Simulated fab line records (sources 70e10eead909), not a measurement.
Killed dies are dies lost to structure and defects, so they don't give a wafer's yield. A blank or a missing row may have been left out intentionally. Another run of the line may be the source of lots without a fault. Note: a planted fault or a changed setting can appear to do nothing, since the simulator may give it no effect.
Check of tool commonality | flow nand-harc | Sample size 3 lots and 9 wafers

WHAT PROMPTED THE OPENING
On 2 of the 3 lots, a flag is raised at NHARC_END_SORT_01 on the reading killed-at-other. No-fault wafers: 0.7, standard deviation 0.97.
Rule: a lot is flagged in two cases, either no wafer of it has a number, or all its wafers with numbers fall more than 4 standard deviations from that mean. The other lots count as sound.

lot  | measured     | on        | killed-at-other, wafer by wafer | flag
L511 | day 23 01:24 | prober-02 | 0 2 1                           |
L519 | day 24 17:28 | prober-01 | 68 69 55                        | FLAGGED
L517 | day 24 23:52 | prober-02 | 73 48 73                        | FLAGGED
Average over the flagged lots: 64.3; offset from the usual +63.6, equal to +66 standard deviations.

WHICH TOOL EACH LOT WENT THROUGH
Before the reading, the record contains 4 process steps out of a 1159-step route. Read each cell as the tool, then ch plus the chambers that the sampled wafers visited, then the start.
lot  | flag    | NHARC_A_BONDPAD_DESCUM_11          | NHARC_A_BONDPAD_DEGAS_25     | NHARC_A_BONDPAD_PVD_17                  | NHARC_THIN_TSV_DEP_43
L511 |         | rie-diel-10 ch 2,3, day 21 08:53   | pvd-sputter-01, day 21 09:50 | pvd-sputter-01, day 21 23:05 or earlier | pecvd-02 ch 1,2, day 21 23:05
L519 | FLAGGED | rie-diel-07 ch 0,1,2, day 23 09:21 | pvd-sputter-03, day 23 10:19 | pvd-sputter-03, day 24 00:04 or earlier | pecvd-02 ch 0,2, day 24 00:04
L517 | FLAGGED | rie-diel-07 ch 1,3, day 23 17:20   | pvd-sputter-01, day 23 18:16 | pvd-sputter-01, day 24 07:29 or earlier | pecvd-02 ch 0,1,2, day 24 07:29
What the steps here do:
- NHARC_A_BONDPAD_DESCUM_11: chemistry O2, time 3 s.
- NHARC_A_BONDPAD_DEGAS_25: time 60 s.
- NHARC_A_BONDPAD_PVD_17: deposits TaN, target thk 5 nm, time 8.06 s.
- NHARC_THIN_TSV_DEP_43: deposits SiO2, target thk 1328.5 nm.
- NHARC_END_SORT_01

FLAGGED OVER TOTAL, TOOL BY TOOL (the gauges that took the reading come last)
step                      | tool           | lots run | flagged | share of the flagged lots | sound lots run after its first flagged lot
NHARC_A_BONDPAD_DESCUM_11 | rie-diel-07    | 2        | 2       | all                       | 0
NHARC_A_BONDPAD_DESCUM_11 | rie-diel-10    | 1        | 0       | none                      | -
NHARC_A_BONDPAD_DEGAS_25  | pvd-sputter-01 | 2        | 1       | some                      | 0
NHARC_A_BONDPAD_DEGAS_25  | pvd-sputter-03 | 1        | 1       | some                      | 0
NHARC_A_BONDPAD_PVD_17    | pvd-sputter-01 | 2        | 1       | some                      | 0
NHARC_A_BONDPAD_PVD_17    | pvd-sputter-03 | 1        | 1       | some                      | 0
NHARC_THIN_TSV_DEP_43     | pecvd-02       | 3        | 2       | all                       | 0
NHARC_END_SORT_01         | prober-01      | 1        | 1       | some                      | 0
NHARC_END_SORT_01         | prober-02      | 2        | 1       | some                      | 0
NHARC_A_BONDPAD_PVD_17 gives no start for some lots, so the hours and the order of its lots are those of NHARC_THIN_TSV_DEP_43.

THE TABLE: WHAT IT ALLOWS
In 2 table rows, all flagged lots were run: rie-diel-07 (NHARC_A_BONDPAD_DESCUM_11), pecvd-02 (NHARC_THIN_TSV_DEP_43).
- rie-diel-07 at NHARC_A_BONDPAD_DESCUM_11: 2 of its 2 lots flagged. In this sample it ran no sound lot ahead of its first flagged lot, so there is no way to narrow down the start.
- pecvd-02 at NHARC_THIN_TSV_DEP_43: 2 of its 3 lots flagged. It ran its last sound lot, L511, at day 21 23:05 and its first flagged lot, L519, at day 24 00:04: a fault with its onset between the two fits.
Counting lots can't tell these 2 tools apart, because each fits a fault that began at some hour. More lots, or a look at what each step does to the wafer, might.

WHAT WAS PUT IN BY THE SIMULATOR
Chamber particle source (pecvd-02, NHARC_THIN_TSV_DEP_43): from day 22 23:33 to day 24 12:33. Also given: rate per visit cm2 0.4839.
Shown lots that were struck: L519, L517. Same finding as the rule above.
